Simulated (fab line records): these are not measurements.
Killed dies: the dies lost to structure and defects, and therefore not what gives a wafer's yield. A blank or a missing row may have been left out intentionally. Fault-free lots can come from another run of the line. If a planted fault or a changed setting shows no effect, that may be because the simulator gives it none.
Chamber matching + flow n5-finfet + N5_BEOL_M5_STRIP_64 on rie-diel-05: 4 sister chambers
The step strips in CF4. 14 wafers are shown with their chamber, then 7 later ones without.

WAFERS PAIRED WITH THEIR CHAMBERS
| wafer  | chamber | drypump-motor-current-A (A) | throttle-valve-pct (%) | rf-vpp-V (V) |
|--------|---------|-----------------------------|------------------------|--------------|
| L078.1 | 2       | 6.2                         | 13.16                  | 271.8        |
| L078.3 | 0       | 5.3                         | 13.25                  | 270.1        |
| L078.5 | 1       | 5.6                         | 13.67                  | 272.3        |
| L076.1 | 2       | 6.2                         | 13.15                  | 271.2        |
| L076.3 | 1       | 5.6                         | 13.66                  | 272.0        |
| L076.6 | 2       | 6.2                         | 13.16                  | 271.8        |
| L080.2 | 0       | 5.2                         | 13.27                  | 270.4        |
| L080.5 | 2       | 6.2                         | 13.15                  | 270.7        |
| L080.6 | 3       | 5.1                         | 14.01                  | 269.8        |
| L083.1 | 0       | 5.2                         | 13.28                  | 270.0        |
| L083.4 | 2       | 6.2                         | 13.18                  | 270.9        |
| L083.5 | 3       | 5.1                         | 13.44                  | 269.7        |
| L084.1 | 3       | 5.1                         | 13.48                  | 270.1        |
| L084.5 | 0       | 5.2                         | 13.29                  | 268.4        |

SIGNATURES, as means of the wafers listed above
| reading                 | chamber 0 | chamber 1 | chamber 2 | chamber 3 | scatter within a chamber |
|-------------------------|-----------|-----------|-----------|-----------|--------------------------|
| drypump-motor-current-A | 5.225     | 5.600     | 6.200     | 5.100     | 0.0274                   |
| throttle-valve-pct      | 13.2725   | 13.6650   | 13.1600   | 13.6433   | 0.143                    |
| rf-vpp-V                | 269.725   | 272.150   | 271.280   | 269.867   | 0.599                    |
Rule: for a wafer and a chamber, the distance is found by dividing, reading by reading, the gap between the wafer's reading and the chamber's mean by the reading's scatter, squaring, summing and taking the root. The wafer belongs to the nearest chamber; if the next one is less than 2 further off, it can't be placed. The scatter: the root of (the sum of the squares of (reading less its chamber's mean) over the shown wafers, divided by (wafers less chambers)).

WAFERS WITH NO CHAMBER GIVEN
| wafer  | drypump-motor-current-A (A) | throttle-valve-pct (%) | rf-vpp-V (V) |
|--------|-----------------------------|------------------------|--------------|
| L084.6 | 5.6                         | 13.69                  | 271.8        |
| L093.2 | 5.2                         | 13.30                  | 269.8        |
| L093.3 | 5.1                         | 13.50                  | 269.8        |
| L093.5 | 5.1                         | 13.49                  | 271.3        |
| L090.4 | 5.6                         | 13.72                  | 274.0        |
| L090.5 | 6.2                         | 13.21                  | 271.5        |
| L090.6 | 5.6                         | 13.73                  | 271.5        |

WHICH CHAMBER EACH ONE RAN IN
| wafer  | from the rows above | in truth |
|--------|---------------------|----------|
| L084.6 | 1                   | 1        |
| L093.2 | 0                   | 0        |
| L093.3 | 3                   | 3        |
| L093.5 | 3                   | 3        |
| L090.4 | 1                   | 1        |
| L090.5 | 2                   | 2        |
| L090.6 | 1                   | 1        |
7 of 7 placed correctly. Left unplaced by these rows: 0. Placed wrongly: 0.
